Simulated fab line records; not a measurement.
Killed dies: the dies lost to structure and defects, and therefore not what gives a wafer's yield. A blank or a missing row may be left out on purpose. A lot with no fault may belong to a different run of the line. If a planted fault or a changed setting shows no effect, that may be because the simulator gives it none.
What tool caused it? | flow n5 finfet | 39 wafers from 13 lots sampled at 3 of the route's 1938 steps

WHAT THE GAUGES SHOWED, per wafer
Not one reading of a measure or inspect step in the record can be checked against a usual standard deviation.

WHICH TOOL RAN EACH LOT (tool, then ch and the chambers of the sampled wafers, then the start)
lot  | N5_HKMG_FIN_CMP_23           | N5_PASSIVATION_PRE_CLEAN_19  | N5_PASSIVATION_PROBE_49
L176 | cmp-04 ch 0,3, day 4 17:16   | pvd sputter-01, day 11 12:55 | -
L177 | cmp-02 ch 0,1,2, day 4 18:50 | pvd sputter-02, day 11 09:39 | -
L178 | cmp-01 ch 1,3, day 5 04:14   | pvd sputter-03, day 11 14:03 | -
L179 | cmp-01 ch 1,2, day 5 07:28   | pvd sputter-03, day 11 20:19 | prober-01, day 12 02:01
L180 | cmp-02 ch 0,1,3, day 5 14:26 | pvd sputter-03, day 12 02:58 | prober-02, day 12 08:38
L181 | cmp-02 ch 0,1,3, day 5 18:18 | pvd sputter-02, day 12 09:46 | prober-02, day 12 15:37
L183 | cmp-02 ch 0,1,2, day 6 06:23 | pvd sputter-02, day 12 08:59 | -
L182 | cmp-01 ch 0,2,3, day 6 06:49 | pvd sputter-02, day 12 20:19 | prober-02, day 13 02:35
L184 | cmp-01 ch 0,1,3, day 6 12:01 | pvd sputter-03, day 13 01:41 | -
L186 | cmp-04 ch 2,3, day 7 05:47   | pvd sputter-03, day 17 12:56 | prober-01, day 17 18:33
L189 | cmp-04 ch 0,3, day 8 00:35   | pvd sputter-01, day 16 09:58 | -
L196 | cmp-02 ch 0,1,2, day 9 16:26 | pvd sputter-01, day 17 02:36 | prober-02, day 17 08:43
L197 | cmp-02 ch 0,3, day 9 20:13   | pvd sputter-01, day 18 19:01 | prober-01, day 19 00:32
- N5_HKMG_FIN_CMP_23: polishes, stops on SiNx, t overpolish 10 s, target thk 46.326 nm.
- N5_PASSIVATION_PRE_CLEAN_19
- N5_PASSIVATION_PROBE_49

AS READ BY THE TOOLS THEMSELVES (means over the sampled wafers that have a number; for cases with no such wafer, the mark the record gives instead)
N5_HKMG_FIN_CMP_23.
lot  | tool   | head pressure psi (psi) | motor current A (A) | overpolish run s (s) | slurry flow ml min | time to endpoint s (s)
L176 | cmp-04 | 4.004                   | 10.9                | 9.994                | 149.8              | 11.9
L177 | cmp-02 | 4.004                   | 10.6                | 9.991                | 149.9              | 12.1
L178 | cmp-01 | 3.992                   | 11.6                | 9.999                | 150.0              | 12.0
L179 | cmp-01 | 3.996                   | 13.5                | 10.011               | 149.7              | 12.6
L180 | cmp-02 | 3.997                   | 11.2                | 9.992                | 150.7              | 11.7
L181 | cmp-02 | 4.009                   | 11.2                | 10.001               | 150.6              | 12.2
L183 | cmp-02 | 4.004                   | 10.6                | 9.998                | 150.1              | 11.1
L182 | cmp-01 | 3.995                   | 11.7                | 9.996                | 150.1              | 11.5
L184 | cmp-01 | 3.992                   | 12.1                | 9.997                | 149.9              | 13.1
L186 | cmp-04 | 3.996                   | 12.1                | 9.999                | 150.2              | 13.1
L189 | cmp-04 | 3.996                   | 10.5                | 10.005               | 150.0              | 10.6
L196 | cmp-02 | 3.990                   | 10.8                | 9.999                | 150.0              | 12.4
L197 | cmp-02 | 3.991                   | 10.8                | 9.993                | 150.2              | 12.3

N5_PASSIVATION_PRE_CLEAN_19.
lot  | tool           | heater power w (W)
L176 | pvd sputter-01 | 448
L177 | pvd sputter-02 | 458
L178 | pvd sputter-03 | 482
L179 | pvd sputter-03 | 479
L180 | pvd sputter-03 | 502
L181 | pvd sputter-02 | 462
L183 | pvd sputter-02 | 449
L182 | pvd sputter-02 | 466
L184 | pvd sputter-03 | 481
L186 | pvd sputter-03 | 477
L189 | pvd sputter-01 | 452
L196 | pvd sputter-01 | 455
L197 | pvd sputter-01 | 441

N5_PASSIVATION_PROBE_49.
lot  | tool      | defect limited yield (%) | killed_at_M0_to_M3 | killed_at_M4_up | killed at contacts | killed at front end | killed at other | killed dies | killed on rim | killed open | killed short | sort_bin_5_function (%) | sort_bin_6_memory (%) | sort_bin_8_speed (%) | sort n pass | sort yield pct (%)
L179 | prober-01 | 90.8                     | 38                 | 10              | 13                 | 38                  | 9               | 109         | 12            | 68          | 39           | 5.6                     | 3.2                   | 0.00                 | 1071        | 90.8
L180 | prober-02 | 91.4                     | 28                 | 14              | 11                 | 47                  | 2               | 102         | 13            | 66          | 35           | 5.1                     | 3.1                   | 0.00                 | 1078        | 91.4
L181 | prober-02 | 92.0                     | 19                 | 15              | 17                 | 35                  | 8               | 94          | 11            | 62          | 32           | 4.3                     | 3.4                   | 0.00                 | 1086        | 92.0
L182 | prober-02 | 91.7                     | 32                 | 18              | 5                  | 42                  | 2               | 98          | 8             | 59          | 37           | 4.8                     | 3.2                   | 0.00                 | 1082        | 91.7
L186 | prober-01 | 88.1                     | 29                 | 18              | 7                  | 87                  | 0               | 141         | 14            | 98          | 40           | 7.4                     | 4.2                   | 0.00                 | 1039        | 88.1
L196 | prober-02 | 90.0                     | 39                 | 11              | 10                 | 52                  | 5               | 118         | 15            | 76          | 39           | 5.6                     | 4.0                   | 0.00                 | 1062        | 90.0
L197 | prober-01 | 63.0                     | 21                 | 14              | 8                  | 391                 | 3               | 437         | 56            | 53          | 27           | 22.7                    | 12.1                  | 0.00                 | 743         | 63.0

THE ANSWER, worked out from the rows above alone
Rule: the usual values come from the lots themselves. The widest of any qualifying gaps counts: lots, ordered by their means at a reading, are off when they make up no more than a third of the lots, leave a main group of 4 or more, and stand apart from it by 3 or more times the standard deviation of that group's means. The tables above print the reading to a certain number of digits; a main group whose means all agree to those digits is not used. Also off: a lot with no number at a reading for which 4 or more lots have one. All remaining lots with rows at the step are treated as sound. Order of review: gauges by route order, followed by the tools' own readings, for which a lot's mean as printed above is used. The first step at which some lot is off is used, and at that step the reading that is off furthest; a lot without a number counts as furthest.
Off: L197, at N5_PASSIVATION_PROBE_49 (defect limited yield). Mean 90.7 % and standard deviation 1.3 in the main group. Neither off nor sound, because the step has no rows for them: L176, L177, L178, L183, L184, L189.
If a tool, at that step or one of the process steps before it, ran each lot that is off and ran no sound lot following the first of them, it fits. Can't be told from this: 3 tools fit, cmp-02 at N5_HKMG_FIN_CMP_23, pvd sputter-01 at N5_PASSIVATION_PRE_CLEAN_19, prober-01 at N5_PASSIVATION_PROBE_49.

WHAT HAD BEEN PUT IN BY THE SIMULATOR
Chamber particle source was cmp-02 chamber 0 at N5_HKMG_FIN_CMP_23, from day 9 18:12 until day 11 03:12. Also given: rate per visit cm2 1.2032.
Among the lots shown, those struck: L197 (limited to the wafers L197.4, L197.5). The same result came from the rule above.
